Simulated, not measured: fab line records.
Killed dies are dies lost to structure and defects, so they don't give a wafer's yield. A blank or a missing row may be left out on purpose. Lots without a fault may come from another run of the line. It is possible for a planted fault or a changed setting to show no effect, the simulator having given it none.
fab line records	flow n5Finfet
[record] lots = 7	wafers = 21
route steps=1938 shown BEOL_M14@1762 BEOL_M15@1794 TV_LITHO@1879 PASSIVATION@1915
startH: hours from the record's first day to the start of the lot's first wafer shown	waitH: hours elapsed since this lot's preceding step	" as in the row above	L1.1+2: a single row standing in for several wafers	- no value, or no start given	* or withheld: withheld	< > ~ a bound
route shown NAME@n: a module of which the file shows steps, and the number in the route of the first	usual: average and standard deviation across the fault-free wafers	same: alike in all rows	chamber/n: place in a boat	sites: the reading at each site	_std_site: how widely they spread, as a standard deviation	_edge_site: outer sites' mean less inner sites'	radiusMm: for every site, how far away it sits from the centre of the wafer	mask NAME#n: copy n	behind: tool/chamber where the wafer was last shaped	hold: cause of the lot's hold/its duration in hours/its outcome	device: transistor that didn't switch, given as n, p or np	end of line: at the end of the route, the tests of the same wafers	a step with no rows: only its recipe	killed: dies lost to structure and defects at the first sort, not the wafer's yield	map: a wafer's dies, x killed, . not, _ none there
set.NAME: the setting as run; set.NAME@STEP: as run at that earlier step	model.NAME: the simulator's own value behind a step, which no gauge read
lots with deliberately changed settings; one table per step, one row per wafer
[[steps]]
[step N5_BEOL_M14_SPUTTER_43]
[recipe] material = TaN	targetThkA = 150	tempC = 50	biasV = 168.6	powerW = 15000	chamberPressurePa = 0.12	timeS = 24.19
lot.wafer	tool	chamber	startH	waitH	set.powerW	model.TaN_of_BEOL_M14_SPUTTER_43.thkNm
L076.3	pvdSputter-03	-	259.50	0.0	15000	15.2
L076.4	"	-	"	"	12340	12.2
L076.5	"	-	"	"	15000	15
L077.1	pvdSputter-02	-	260.34	0.0	15000	14.8
L077.3	"	-	"	"	15000	15
L077.4	"	-	"	"	15000	14.6
L078.1	pvdSputter-01	-	272.97	0.0	15000	15
L078.4	"	-	"	"	14060	14.2
L078.6	"	-	"	"	14060	14
L079.1	pvdSputter-01	-	279.23	0.0	15000	15
L079.2	"	-	"	"	15000	15.2
L079.3	"	-	"	"	15750	15.6
L085.1	pvdSputter-01	-	313.64	0.0	15940	15.8
L085.3+4	"	-	"	"	15000	15
L083.3	pvdSputter-01	-	313.96	0.0	15000	14.8
L083.5+6	"	-	"	"	12870	12.8
L092.2+5	pvdSputter-03	-	363.37	0.0	15000	14.8
L092.4	"	-	"	"	12450	12.4
[step N5_BEOL_M14_SPUTTER_44]
[recipe] material = Ta	targetThkA = 150	tempC = 50	biasV = 80	powerW = 15000	chamberPressurePa = 0.07	timeS = 24.19
[step N5_BEOL_M14_SPUTTER_45]
[recipe] material = Cu	targetThkA = 1000	tempC = -20	biasV = 60	powerW = 26000	chamberPressurePa = 0.13	timeS = 16.67
[step N5_BEOL_M14_ECD_47]
[recipe] material = Cu	targetThkA = 12480
[step N5_BEOL_M14_ANNEAL_48]
[recipe] tempC = 225	timeS = 90	ambient = N2
[step N5_BEOL_M14_CMP_49]
[recipe] stopOn = SiO2	tOverpolishS = 5.2	downForcePsi = 2	platenRpm = 80	clearingPlatenDownForcePsi = 2	clearingPlatenRpm = 80	postCmpClean = cuAlkaline	targetThkNm = 560	clearingPlatenPadVelocityMS = 1.5917	padVelocityMS = 1.5917
lot.wafer	tool	chamber	startH	waitH	set.timeS@BEOL_M14_TRENCH_ETCH_34	model.Cu_of_BEOL_M14_ECD_47.thkNm
L076.4	cmp-03	0	260.30	0.2	126.9	585.2
L076.3	"	2	"	"	126.9	565.8
L076.5	"	3	"	"	126.9	556.2
L077.3	cmp-02	2	261.91	0.2	126.9	566.6
L077.4	"	0	"	"	126.9	558.2
L077.1	"	1	"	"	126.9	576.2
L078.1	cmp-03	2	274.28	0.3	126.9	557.6
L078.4	"	3	"	"	126.9	552
L078.6	"	1	"	"	126.9	555.8
L079.2	cmp-02	2	279.99	0.2	126.9	561.8
L079.3	"	0	"	"	126.9	572.4
L079.1	"	1	"	"	126.9	569.4
L085.4	cmp-04	3	314.69	0.1	126.9	568.2
L085.3	"	0	"	"	139.9	618.6
L085.1	"	2	"	"	126.9	565
L083.3	cmp-02	0	314.96	0.2	126.9	554.2
L083.5	"	0	"	"	126.9	558.4
L083.6	"	1	"	"	126.9	560.4
L092.2	cmp-02	3	364.91	0.2	126.9	560
L092.4	"	2	"	"	126.9	556.8
L092.5	"	3	"	"	106.1	469.2
[step N5_BEOL_M14_THK_MEAS_50]
[recipe] thkMeasGauge = xrf	reads = Cu_of_BEOL_M14_ECD_47
[usual] M14_THK = 576/9.9
lot.wafer	tool	chamber	startH	waitH	set.timeS@BEOL_M14_TRENCH_ETCH_34	M14_THK[nm]
L076.3	filmMetro-02	-	260.56	-	126.9	574
L076.4	"	-	"	"	126.9	595
L076.5	"	-	"	"	126.9	566
L077.1	filmMetro-01	-	262.21	-	126.9	583
L077.3	"	-	"	"	126.9	571
L077.4	"	-	"	"	126.9	564
L078.1	filmMetro-01	-	274.50	-	126.9	569
L078.4	"	-	"	"	126.9	564
L078.6	"	-	"	"	126.9	570
L079.1	filmMetro-01	-	280.28	-	126.9	589
L079.2	"	-	"	"	126.9	579
L079.3	"	-	"	"	126.9	590
L085.1	filmMetro-01	-	314.99	-	126.9	578
L085.3	"	-	"	"	139.9	634
L085.4	"	-	"	"	126.9	578
L083.3	filmMetro-02	-	315.26	-	126.9	560
L083.5	"	-	"	"	126.9	563
L083.6	"	-	"	"	126.9	566
L092.2	filmMetro-02	-	365.20	-	126.9	569
L092.4	"	-	"	"	126.9	567
L092.5	"	-	"	"	106.1	477
[step N5_BEOL_M14_PRE_CLEAN_52]
[recipe] gas = NH3	timeS = 15	tempC = withheld	rfPowerW = 300
[step N5_BEOL_M14_DEP_53]
[recipe] material = SiCN	targetThkA = 500	tempC = withheld	precursor = 3MS/NH3	pressureTorr = 3	rfW = 675	timeS = 17.8
[step N5_BEOL_M14_RS_MEAS_54]
[recipe] thkMeasGauge = four-point-probe	reads = Cu_of_BEOL_M14_ECD_47+Ta_of_BEOL_M14_SPUTTER_44+TaN_of_BEOL_M14_SPUTTER_43
[usual] M14_RS = 0.0330/0.00051
lot.wafer	tool	chamber	startH	waitH	set.timeS@BEOL_M14_TRENCH_ETCH_34	M14_RS[ohm/sq]
L076.3	filmMetro-02	-	260.69	0.1	126.9	0.0329
L076.4	"	-	"	"	126.9	0.0318
L076.5	"	-	"	"	126.9	0.0334
L077.1	filmMetro-02	-	262.34	0.0	126.9	0.0323
L077.3	"	-	"	"	126.9	0.0329
L077.4	"	-	"	"	126.9	0.0334
L078.1	filmMetro-01	-	274.63	0.1	126.9	0.0334
L078.4	"	-	"	"	126.9	0.0337
L078.6	"	-	"	"	126.9	0.0334
L079.1	filmMetro-02	-	280.41	0.0	126.9	0.0327
L079.2	"	-	"	"	126.9	0.0331
L079.3	"	-	"	"	126.9	0.0325
L085.1	filmMetro-01	-	315.12	0.0	126.9	0.0330
L085.3	"	-	"	"	139.9	0.0300
L085.4	"	-	"	"	126.9	0.0327
L083.3	filmMetro-01	-	315.39	0.1	126.9	0.0336
L083.5	"	-	"	"	126.9	0.0333
L083.6	"	-	"	"	126.9	0.0332
L092.2	filmMetro-01	-	365.33	0.1	126.9	0.0332
L092.4	"	-	"	"	126.9	0.0334
L092.5	"	-	"	"	106.1	0.0399
[step N5_BEOL_M15_COAT_56]
[recipe] resist = SOC	tempC = 250	timeS = 60	spinRpm = 1500	resistThkNm = 550
lot.wafer	tool	chamber	startH	waitH	set.spinRpm	model.SOC_of_BEOL_M15_COAT_56.thkNm
L076.3	lithoTrack-04	0	262.06	0.0	1500	550
L076.4	"	0	"	"	1500	549.4
L076.5	"	0	"	"	1364	576.2
L077.1	lithoTrack-05	0	263.70	0.0	1500	549.8
L077.3	"	0	"	"	1500	550.2
L077.4	"	0	"	"	1500	551.8
L078.1	lithoTrack-04	0	275.87	0.0	1455	557
L078.4	"	0	"	"	1500	550
L078.6	"	0	"	"	1455	557.8
L079.1+2	lithoTrack-04	0	281.95	0.0	1500	549
L079.3	"	0	"	"	1500	548.2
L085.1	lithoTrack-05	0	316.36	0.0	1500	549.6
L085.3	"	0	"	"	1500	551.4
L085.4	"	0	"	"	1500	550.8
L083.3	lithoTrack-04	0	316.78	0.0	1631	526.8
L083.5	"	0	"	"	1500	549.2
L083.6	"	0	"	"	1500	547.4
L092.2	lithoTrack-04	0	367.81	0.0	1500	547.6
L092.4	"	0	"	"	1500	547.2
L092.5	"	0	"	"	1421	564.2
[step N5_PASSIVATION_EXPOSE_07]
[recipe] maskId = TV	na = 0.55	sourceShape = conventional	sigmaOuter = 0.8	polarization = unpolarized	defocusNm = 0	targetCdNm = 3000	doseMj = 22.75
lot.wafer	tool	chamber	startH	waitH	mask	set.doseMj
L076.3+4+5	krfScanner-01	0	275.07	-	TV#0	22.75
L077.1+3+4	krfScanner-02	0	279.97	-	TV#0	22.75
L078.1	krfScanner-01	0	298.15	-	TV#0	24.33
L078.4+6	"	0	"	"	TV#0	22.75
L079.1	krfScanner-01	0	305.70	-	TV#0	22.75
L079.2+3	"	0	"	"	TV#0	22.29
L083.3+5+6	krfScanner-02	0	328.56	-	TV#0	22.75
L085.1+4	krfScanner-01	0	328.84	-	TV#0	22.75
L085.3	"	0	"	"	TV#0	21.39
L092.2	krfScanner-02	0	385.06	-	TV#0	22.75
L092.4+5	"	0	"	"	TV#0	21.77
[step N5_PASSIVATION_PEB_08]
[recipe] pebTempC = withheld	pebTimeS = *
[step N5_PASSIVATION_DEVELOP_09]
[recipe] developTimeS = 60	rinseLiquid = diw	dry = airSpin	devTempC = 21
[step N5_PASSIVATION_HARDBAKE_11]
[recipe] tempC = 130	timeS = 120
[step N5_PASSIVATION_CD_MEAS_10]
[recipe] targetCdNm = 3000	landingEnergyEv = 500	detector = seInlens
[usual] cdNm = 2998.9/2.5
lot.wafer	tool	chamber	startH	waitH	set.doseMj@PASSIVATION_EXPOSE_07	cdNm
L076.3	cdSem-01	0	275.24	-	22.75	2997.5
L076.4	"	0	"	"	22.75	3001.7
L076.5	"	0	"	"	22.75	2997.6
L077.1	cdSem-02	0	280.15	-	22.75	2996.4
L077.3	"	0	"	"	22.75	2996.4
L077.4	"	0	"	"	22.75	2999.5
L078.1	cdSem-01	0	298.33	-	24.33	3015.8
L078.4	"	0	"	"	22.75	2999.7
L078.6	"	0	"	"	22.75	3003.6
L079.1	cdSem-01	0	305.88	-	22.75	3005.3
L079.2	"	0	"	"	22.29	2996.1
L079.3	"	0	"	"	22.29	2997.0
L083.3	cdSem-03	0	328.73	-	22.75	3000.5
L083.5	"	0	"	"	22.75	2998.3
L083.6	"	0	"	"	22.75	2996.8
L085.1	cdSem-03	0	329.02	-	22.75	3003.1
L085.3	"	0	"	"	21.39	2986.9
L085.4	"	0	"	"	22.75	2998.5
L092.2	cdSem-01	0	385.23	-	22.75	2999.2
L092.4	"	0	"	"	21.77	2988.6
L092.5	"	0	"	"	21.77	2991.6
[step N5_PASSIVATION_PECVD_53]
[recipe] material = SiO2	targetThkA = 8000	tempC = 400	precursor = TEOS/O2	pressureTorr = 6.5	rfW = withheld	teosFlowSccm = withheld	gas = O2	flowSccm = 2650	timeS = 169.4
lot.wafer	tool	chamber	startH	waitH	set.tempC	model.SiO2_of_PASSIVATION_PECVD_53.thkNm
L076.3	pecvd-02	2	278.31	0.0	400	797.4
L076.4	"	1	"	"	400	807.2
L076.5	"	2	"	"	400	811.8
L077.1	pecvd-03	2	283.54	0.0	400	779
L077.3	"	0	"	"	400	786
L077.4	"	1	"	"	400	797.4
L078.1	pecvd-02	0	301.22	0.0	400	786.6
L078.4	"	0	"	"	409.4	730.4
L078.6	"	2	"	"	409.4	743
L079.1	pecvd-02	2	309.29	0.0	400	806.2
L079.2	"	1	"	"	400	797.4
L079.3	"	2	"	"	400	811.4
L085.1	pecvd-02	2	331.94	0.0	383.1	888
L085.3	"	0	"	"	383.1	886.8
L085.4	"	0	"	"	400	807.6
L083.3	pecvd-03	0	332.07	0.0	391.8	816
L083.5	"	0	"	"	391.8	835.2
L083.6	"	2	"	"	400	777.2
L092.2	pecvd-03	1	388.57	0.0	400	777.2
L092.4	"	0	"	"	400	790.2
L092.5	"	1	"	"	415.3	695.8
[[key]]
[split] step = N5_BEOL_M14_SPUTTER_43	setting = powerW	stated = 15000	by = wafer
[response] step = N5_BEOL_M14_SPUTTER_43	reading = model.TaN_of_BEOL_M14_SPUTTER_43.thkNm	change = +0.147	per = 1%	r = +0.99
[split] step = N5_BEOL_M15_COAT_56	setting = spinRpm	stated = 1500	by = wafer
[response] step = N5_BEOL_M15_COAT_56	reading = model.SOC_of_BEOL_M15_COAT_56.thkNm	change = -2.76	per = 1%	r = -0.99
[split] step = N5_PASSIVATION_EXPOSE_07	setting = doseMj	stated = 22.75	by = wafer
[response] step = N5_PASSIVATION_CD_MEAS_10	reading = cdNm	change = +2.24	per = 1%	r = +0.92
[split] step = N5_PASSIVATION_PECVD_53	setting = tempC	stated = 400	by = wafer
[response] step = N5_PASSIVATION_PECVD_53	reading = model.SiO2_of_PASSIVATION_PECVD_53.thkNm	change = -21.1	per = 1%	r = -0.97
split outsideThisFile step=N5_BEOL_M14_TRENCH_ETCH_34 setting=timeS
// split outsideThisFile: this setting was split too, and the file shows its column; the key of that split is in another file
